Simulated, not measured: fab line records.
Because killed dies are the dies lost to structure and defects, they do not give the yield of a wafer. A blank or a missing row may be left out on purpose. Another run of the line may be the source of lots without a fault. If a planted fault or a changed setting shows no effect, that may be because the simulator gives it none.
Which of the tools did it? | flow n5-finfet | Sampling: 11 lots, 29 wafers, 5 of 1938 route steps

WHAT EACH GAUGE READ, for each wafer
N5_PMOS_HMC_CHANNEL_EPI_INSPECT_11: inspects for defects (macro). Usual: 2.2 for raw-defect-count, sd 1.6.
lot  | measured    | on                | raw-defect-count | flag
L922 | day 2 11:57 | defect-inspect-02 | 2 2 1            |
L926 | day 3 11:20 | defect-inspect-02 | 4 5 1            |
L928 | day 3 23:38 | defect-inspect-01 | 1 3 2            |
L929 | day 4 04:58 | defect-inspect-01 | 1 2 1            |
L930 | day 4 10:59 | defect-inspect-01 | 0                |
L933 | day 5 06:56 | defect-inspect-01 | 0                |
L936 | day 5 23:01 | defect-inspect-02 | 3 1 4            |
L937 | day 6 06:58 | defect-inspect-02 | 0 4 4            |
L938 | day 6 11:26 | defect-inspect-01 | 2 6 0            |
L941 | day 7 04:53 | defect-inspect-02 | 1 1 3            |
L942 | day 7 14:02 | defect-inspect-02 | 1 1 0            |

N5_FIN_SAQP_THK_MEAS_07. Usual: 60.0 nm for thk-nm, sd 1.
lot  | measured    | on            | thk-nm (nm)    | flag
L922 | day 2 17:01 | film-metro-02 | 60.2 59.6 60.1 |
L926 | day 3 15:18 | film-metro-02 | 60.7 58.6 60.7 |
L928 | day 4 03:17 | film-metro-01 | 58.9 58.6 61.3 |
L929 | day 4 09:25 | film-metro-01 | 59.7 61.3 62.4 |
L930 | day 4 15:03 | film-metro-02 | 82.8           | OFF
L933 | day 5 11:04 | film-metro-01 | 81.4           | OFF
L936 | day 6 03:03 | film-metro-01 | 58.7 60.0 59.9 |
L937 | day 6 10:40 | film-metro-01 | 60.7 62.0 60.3 |
L938 | day 6 15:29 | film-metro-02 | 58.8 58.7 60.0 |
L941 | day 7 09:23 | film-metro-02 | 57.6 58.4 59.5 |
L942 | day 7 18:14 | film-metro-01 | 58.4 59.9 60.3 |

WHAT TOOL EACH LOT RAN ON (gives the tool, then ch and the chambers of the sampled wafers, and finally the start)
lot  | N5_FIN_SAQP_DENSIFY_62          | N5_FIN_SAQP_PECVD_48           | N5_FIN_SAQP_PECVD_06
L922 | rtp-anneal-02 ch 0, day 2 16:31 | pecvd-01 ch 0,1,2, day 2 16:53 | pecvd-01 ch 0,1,2, day 2 16:56
L926 | rtp-anneal-02 ch 0, day 3 14:49 | pecvd-04 ch 0,2, day 3 15:10   | pecvd-04 ch 0,2, day 3 15:13
L928 | rtp-anneal-01 ch 0, day 4 02:46 | pecvd-01 ch 0,1,2, day 4 03:09 | pecvd-01 ch 0,1,2, day 4 03:11
L929 | rtp-anneal-02 ch 0, day 4 08:50 | pecvd-01 ch 0,1, day 4 09:14   | pecvd-01 ch 0,1, day 4 09:17
L930 | rtp-anneal-02 ch 0, day 4 14:32 | pecvd-01 ch 1, day 4 14:53     | pecvd-01 ch 1, day 4 14:58
L933 | rtp-anneal-01 ch 0, day 5 10:32 | pecvd-01 ch 1, day 5 10:56     | pecvd-01 ch 1, day 5 10:59
L936 | rtp-anneal-02 ch 0, day 6 02:36 | pecvd-03 ch 0,1,2, day 6 02:55 | pecvd-03 ch 0,1,2, day 6 02:58
L937 | rtp-anneal-02 ch 0, day 6 10:13 | pecvd-04 ch 0,1, day 6 10:32   | pecvd-04 ch 0,1, day 6 10:34
L938 | rtp-anneal-01 ch 0, day 6 14:56 | pecvd-04 ch 1,2, day 6 15:22   | pecvd-04 ch 1,2, day 6 15:24
L941 | rtp-anneal-01 ch 0, day 7 08:40 | pecvd-04 ch 1,2, day 7 09:01   | pecvd-04 ch 1,2, day 7 09:04
L942 | rtp-anneal-01 ch 0, day 7 17:46 | pecvd-03 ch 0,1,2, day 7 18:07 | pecvd-03 ch 0,1,2, day 7 18:09
- N5_FIN_SAQP_DENSIFY_62: time 60 s.
- N5_FIN_SAQP_PECVD_48: deposits SiNx from SiH4/NH3/N2, target thk 25 nm, time 22.1 s.
- N5_FIN_SAQP_PECVD_06: deposits a-Si from SiH4/He, target thk 60 nm, time 48.1 s.

WHAT THE TOOLS THEMSELVES READ (means of the sampled wafers that have a number; where no wafer has one, the mark that the record gives instead)
N5_FIN_SAQP_DENSIFY_62. Usual: lamp-power-pct 9.85 %, standard deviation 0.055; wafer_temp_C_max 703.3, standard deviation 0.64.
lot  | tool          | lamp-power-pct (%) | wafer_temp_C_max | flag
L922 | rtp-anneal-02 | 9.80               | 703.2            |
L926 | rtp-anneal-02 | 9.83               | 703.3            |
L928 | rtp-anneal-01 | 9.88               | 703.1            |
L929 | rtp-anneal-02 | 9.89               | 703.6            |
L930 | rtp-anneal-02 | 9.77               | 703.6            |
L933 | rtp-anneal-01 | 9.82               | 703.1            |
L936 | rtp-anneal-02 | 9.82               | 703.1            |
L937 | rtp-anneal-02 | 9.84               | 702.7            |
L938 | rtp-anneal-01 | 9.81               | 703.2            |
L941 | rtp-anneal-01 | 9.82               | 702.8            |
L942 | rtp-anneal-01 | 9.82               | 703.0            |

N5_FIN_SAQP_PECVD_48. Usual: chamber-pressure-Torr 1.500 Torr, standard deviation 0.0032; heater-power-w 769 W, standard deviation 110; showerhead-plenum-p-Torr 5.16 Torr, standard deviation 0.069; throttle-valve-pct 40.8 %, standard deviation 2.7.
lot  | tool     | chamber-pressure-Torr (Torr) | heater-power-w (W) | showerhead-plenum-p-Torr (Torr) | throttle-valve-pct (%) | flag
L922 | pecvd-01 | 1.502                        | 812                | 5.13                            | 40.1                   |
L926 | pecvd-04 | 1.500                        | 739                | 5.13                            | 40.2                   |
L928 | pecvd-01 | 1.503                        | 868                | 5.13                            | 40.2                   |
L929 | pecvd-01 | 1.501                        | 848                | 5.13                            | 41.1                   |
L930 | pecvd-01 | 1.502                        | 829                | 5.08                            | 41.4                   |
L933 | pecvd-01 | 1.498                        | 861                | 5.06                            | 41.4                   |
L936 | pecvd-03 | 1.500                        | 735                | 5.15                            | 38.9                   |
L937 | pecvd-04 | 1.502                        | 681                | 5.17                            | 42.7                   |
L938 | pecvd-04 | 1.499                        | 797                | 5.19                            | 42.3                   |
L941 | pecvd-04 | 1.499                        | 769                | 5.25                            | 44.5                   |
L942 | pecvd-03 | 1.500                        | 759                | 5.16                            | 39.1                   |

N5_FIN_SAQP_PECVD_06. Usual: chamber-pressure-Torr 3.000 Torr, standard deviation 0.0073; heater-power-w 841 W, standard deviation 120; showerhead-plenum-p-Torr 5.68 Torr, standard deviation 0.05; throttle-valve-pct 18.6 %, standard deviation 1.2.
lot  | tool     | chamber-pressure-Torr (Torr) | heater-power-w (W) | showerhead-plenum-p-Torr (Torr) | throttle-valve-pct (%) | flag
L922 | pecvd-01 | 3.005                        | 890                | 5.65                            | 18.3                   |
L926 | pecvd-04 | 3.001                        | 866                | 5.66                            | 18.1                   |
L928 | pecvd-01 | 3.002                        | 868                | 5.67                            | 18.6                   |
L929 | pecvd-01 | 3.006                        | 958                | 5.66                            | 18.6                   |
L930 | pecvd-01 | 2.998                        | 868                | 5.61                            | 18.8                   |
L933 | pecvd-01 | 3.006                        | 833                | 5.62                            | 18.7                   |
L936 | pecvd-03 | 2.995                        | 824                | 5.67                            | 17.7                   |
L937 | pecvd-04 | 3.000                        | 768                | 5.69                            | 19.1                   |
L938 | pecvd-04 | 3.002                        | 855                | 5.70                            | 19.1                   |
L941 | pecvd-04 | 2.995                        | 757                | 5.74                            | 20.2                   |
L942 | pecvd-03 | 3.002                        | 811                | 5.68                            | 17.9                   |

THE ANSWER, worked out from the rows above alone
Rule: lot off if the mean of its wafers having a number is beyond 3 standard deviations from the usual mean. Also off: a lot with no number at a reading for which 4 or more lots have one. All remaining lots with rows at the step are treated as sound. First the gauges in route order, then the tools' own readings, where a lot's mean is used as printed above. The first step at which some lot is off is used, and at that step the reading that is off furthest; a lot without a number counts as furthest.
Off: L930, L933, at N5_FIN_SAQP_THK_MEAS_07 (thk-nm).
If a tool, at a process step before that reading, ran all the lots that are off and no sound lot after the first of them, it fits. Those tools and the gauges at N5_FIN_SAQP_THK_MEAS_07 are tried in the same way. One candidate fits, namely pecvd-01 at N5_FIN_SAQP_PECVD_48 and N5_FIN_SAQP_PECVD_06. At N5_FIN_SAQP_PECVD_48 its last sound lot is L929 (day 4 09:14), its first lot that is off L930 (day 4 14:53): a fault that began between those two fits.

WHAT THE SIMULATOR PUT IN
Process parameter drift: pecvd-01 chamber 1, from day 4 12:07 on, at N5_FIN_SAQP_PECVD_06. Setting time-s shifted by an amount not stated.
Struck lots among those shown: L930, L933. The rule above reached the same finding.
